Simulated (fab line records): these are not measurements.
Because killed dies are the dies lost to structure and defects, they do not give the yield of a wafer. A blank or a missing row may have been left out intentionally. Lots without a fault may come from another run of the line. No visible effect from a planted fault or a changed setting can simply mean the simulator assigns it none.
Problem report in the 8D (eight disciplines) form, filled by code / flow n5-finfet / the parts of the form that need people (team, actions taken, sign-off) are left out

## 1. PROBLEM STATEMENT
Mean of spin-speed-rpm at N5_BEOL_M0_CUTY_COAT_51: 1572.1 rpm across 5 wafers in 2 lots; on wafers with no fault it is 1500.1 rpm (standard deviation 1.1). That puts it +65 standard deviations away from the usual mean.
The step: resist thk 150 nm.
The first sign was on wafer L400.2 at day 8 04:07, on litho-track-04. Wafers with a number at this step in the record: 26, from 9 lots. Rule for "out", or "out of limits": more than 4 standard deviations from the usual mean. All remaining wafers that have a number are taken as sound.

## 2. WHAT IT IS; WHAT IT IS NOT
question=which readings at this step | is=spin-speed-rpm | is not=dispense-pressure-kPa
question=which lots | is=L400, L402 | is not=L393, L396, L397, L404, L405, L410, L411
question=which wafers of those lots | is=all that have a number | is not=-
question=read on which tools | is=litho-track-04 | is not=litho-track-02, litho-track-05
question=when | is=from day 8 04:07 | is not=up to then (9 sound wafers); but 12 sound wafers of L404, L405, L410, L411 came after

## 3. THE SUSPECTS, EACH WITH WHAT RULES IT OUT
Counting: a tool at a process step up to the reading stays a suspect if it ran every lot that is out and no sound lot after the first of them.
- ald-sin-01 at N5_BEOL_M0_SAQP_SPACER2_ALD_26 (deposits SiO2, target thk 15 nm, pulse time 1 s, purge time 2 s): ruled out as a lasting fault. After its first lot that is out, L400 (day 8 01:17), sound lots L411 ran on it.
- rie-diel-06 at N5_BEOL_M0_SAQP_ETCH_49 (etches SiO2 in CF4/O2, target depth 37 nm): ruled out as a lasting fault. After its first lot that is out, L400 (day 8 03:58), sound lots L410 ran on it.
- litho-track-04 at N5_BEOL_M0_CUTY_COAT_51 (resist thk 150 nm): kept. It ran every lot that is out, first L400 (day 8 04:07), and no sound lot after that; its last sound lot up to then is L397 (day 7 17:52). Its own spin-speed-rpm readings are out on those wafers.
After counting, what remains is litho-track-04 at N5_BEOL_M0_CUTY_COAT_51.

## 4. THE CAUSE (what the simulator had put in)
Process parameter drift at N5_BEOL_M0_CUTY_COAT_51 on litho-track-04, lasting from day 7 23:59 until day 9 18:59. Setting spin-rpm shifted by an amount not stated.
The count eliminated every tool but this one.

## 5. THE EFFECT CHAIN, in route order
Rows list readings where the struck wafers' mean (over those with a number) sits beyond 3 standard deviations from the usual. Readings are gone through only where the record gives a usual standard deviation; hours: the median, over the lots, of the time from a lot's start at the first step in this table giving one to that lot's start at this step; sigmas: the change measured in usual standard deviations.
hours=0; step=N5_BEOL_M0_CUTY_COAT_51; reading=spin-speed-rpm; usual=1500.1 rpm; on struck wafers=1572.1; change=+72.0; sigmas=+65
The process steps in it:
- N5_BEOL_M0_CUTY_COAT_51: resist thk 150 nm.
Later steps that measure or inspect, where all struck wafers having a row at the step show a number for every such reading and not one has moved that far: N5_BEOL_M4_RC_MEAS_101.

## 6. WHAT WOULD HAVE CAUGHT IT SOONER
In this record the first reading out of limits was taken at day 8 04:07, 4 hours after the fault began at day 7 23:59.
